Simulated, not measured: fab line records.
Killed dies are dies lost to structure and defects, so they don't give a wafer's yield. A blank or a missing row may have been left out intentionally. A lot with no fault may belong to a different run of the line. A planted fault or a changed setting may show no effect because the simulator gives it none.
Split-lot study :: flow n5Finfet :: on a route of 1938 steps: 7 lots, 21 wafers read

== ABOUT THE SPLIT ==
At N5_PASSIVATION_PASS_ETCH_47 (etches SiNx in CF4/O2, target depth 770 nm, time 385 s), the setting sourceW was moved away from the recipe's 535 W on 8 of the 21 wafers read, by -6.6% to +16.6%. All remaining wafers had this setting at the recipe value.

The reading is taken at the split's own step.

== THE READING ==
rfVppV, in V, at N5_PASSIVATION_PASS_ETCH_47 (etches SiNx in CF4/O2, target depth 770 nm, time 385 s). Fault-free wafers of this fab line usually give 240.6 V, standard deviation 2.3 V.

wafer: L076.3
tool, chamber at the split: rieDiel-02, 3
sourceW as run, W: 535
against the recipe: recipe
rfVppV, V: 240.7
against lot-mates on the recipe: -

wafer: L076.4
tool, chamber at the split: rieDiel-02, 0
sourceW as run, W: 535
against the recipe: recipe
rfVppV, V: 238.7
against lot-mates on the recipe: -

wafer: L076.6
tool, chamber at the split: rieDiel-02, 3
sourceW as run, W: 582.7
against the recipe: +8.9%
rfVppV, V: 230.2
against lot-mates on the recipe: -9.5

wafer: L090.1
tool, chamber at the split: rieDiel-01, 0
sourceW as run, W: 535
against the recipe: recipe
rfVppV, V: 240.6
against lot-mates on the recipe: -

wafer: L090.2
tool, chamber at the split: rieDiel-01, 3
sourceW as run, W: 612.2
against the recipe: +14.4%
rfVppV, V: 226.0
against lot-mates on the recipe: -14.6

wafer: L090.3
tool, chamber at the split: rieDiel-01, 2
sourceW as run, W: 612.2
against the recipe: +14.4%
rfVppV, V: 222.2
against lot-mates on the recipe: -18.4

wafer: L092.1
tool, chamber at the split: rieDiel-06, 1
sourceW as run, W: 535
against the recipe: recipe
rfVppV, V: 241.7
against lot-mates on the recipe: -

wafer: L092.5
tool, chamber at the split: rieDiel-06, 3
sourceW as run, W: 535
against the recipe: recipe
rfVppV, V: 247.0
against lot-mates on the recipe: -

wafer: L092.6
tool, chamber at the split: rieDiel-06, 2
sourceW as run, W: 535
against the recipe: recipe
rfVppV, V: 242.1
against lot-mates on the recipe: -

wafer: L094.2
tool, chamber at the split: rieDiel-06, 3
sourceW as run, W: 535
against the recipe: recipe
rfVppV, V: 244.6
against lot-mates on the recipe: -

wafer: L094.3
tool, chamber at the split: rieDiel-06, 2
sourceW as run, W: 535
against the recipe: recipe
rfVppV, V: 243.4
against lot-mates on the recipe: -

wafer: L094.6
tool, chamber at the split: rieDiel-06, 3
sourceW as run, W: 535
against the recipe: recipe
rfVppV, V: 244.4
against lot-mates on the recipe: -

wafer: L091.1
tool, chamber at the split: rieDiel-06, 0
sourceW as run, W: 535
against the recipe: recipe
rfVppV, V: 242.9
against lot-mates on the recipe: -

wafer: L091.3
tool, chamber at the split: rieDiel-06, 1
sourceW as run, W: 499.7
against the recipe: -6.6%
rfVppV, V: 248.8
against lot-mates on the recipe: +5.4

wafer: L091.6
tool, chamber at the split: rieDiel-06, 0
sourceW as run, W: 535
against the recipe: recipe
rfVppV, V: 243.9
against lot-mates on the recipe: -

wafer: L095.4
tool, chamber at the split: rieDiel-01, 3
sourceW as run, W: 623.7
against the recipe: +16.6%
rfVppV, V: 222.8
against lot-mates on the recipe: -17.8

wafer: L095.5
tool, chamber at the split: rieDiel-01, 1
sourceW as run, W: 535
against the recipe: recipe
rfVppV, V: 240.6
against lot-mates on the recipe: -

wafer: L095.6
tool, chamber at the split: rieDiel-01, 2
sourceW as run, W: 623.7
against the recipe: +16.6%
rfVppV, V: 219.4
against lot-mates on the recipe: -21.2

wafer: L096.1
tool, chamber at the split: rieDiel-06, 3
sourceW as run, W: 535
against the recipe: recipe
rfVppV, V: 244.4
against lot-mates on the recipe: -

wafer: L096.3
tool, chamber at the split: rieDiel-06, 0
sourceW as run, W: 582
against the recipe: +8.8%
rfVppV, V: 232.7
against lot-mates on the recipe: -11.7

wafer: L096.4
tool, chamber at the split: rieDiel-06, 2
sourceW as run, W: 582
against the recipe: +8.8%
rfVppV, V: 230.9
against lot-mates on the recipe: -13.5

FIT RESULTS
A straight line over all 21 wafers: rfVppV changes by -1.27 V for each +1% of sourceW; r = -0.97; the points scatter about the line by 2.1 V.
The same after taking each lot's own level away (the mean of its wafers on the recipe; 21 wafers): -1.16 V for each +1%; r = -0.98; scatter 1.6 V.
That fit puts the effect of the largest move of sourceW on the reading at 19 V.
From 239.70 to 244.40 V: that is the span of the lots' own levels, equal to 2.0 times the standard deviation above.
So the lot-to-lot level changes the slope little: the two slopes agree.
Check: for one of the wafers moved furthest among these (+16.6%), held out of the fit, the line's prediction against its lot-mates is -20 V. It came out at -17.8 V against them.
Tool readings at the split's step, against how far the setting was moved: rfVppV r = -0.97.

== ADDITIONAL SPLITS CARRIED BY THESE WAFERS ==
Before the reading, these wafers also passed through other splits. Each is held against what the fit with the lots' levels taken away leaves over:
other split on the same wafers: N5_BEOL_M13_SPUTTER_44 powerW
wafers away from the commonest value: 4
r with rfVppV (lot level and that fit taken away): -0.07

other split on the same wafers: N5_BEOL_M14_COAT_22 spinRpm
wafers away from the commonest value: 9
r with rfVppV (lot level and that fit taken away): +0.25

other split on the same wafers: N5_BEOL_M15_EXPOSE_25 doseMj
wafers away from the commonest value: 8
r with rfVppV (lot level and that fit taken away): -0.13

other split on the same wafers: N5_BEOL_M15_DEVELOP_27 developTimeS
wafers away from the commonest value: 4
r with rfVppV (lot level and that fit taken away): -0.23

== THE WHOLE CHAIN: every reading that the file lists as answering this split, in the file's order ==
step: N5_PASSIVATION_PASS_ETCH_47
what it does: etches SiNx in CF4/O2, target depth 770 nm, time 385 s
reading: rfVppV
change (the file's fit): -1.16 V for each +1% of the setting
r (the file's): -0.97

step: N5_PASSIVATION_PASS_ETCH_47
what it does: etches SiNx in CF4/O2, target depth 770 nm, time 385 s
reading: etch.depthNm (the simulator's own value, which no gauge read)
change (the file's fit): +5.77 nm for each +1% of the setting
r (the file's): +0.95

== THE FILE'S OWN FIT ==
rfVppV changes by -1.16 V for each +1% of sourceW, r = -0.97.
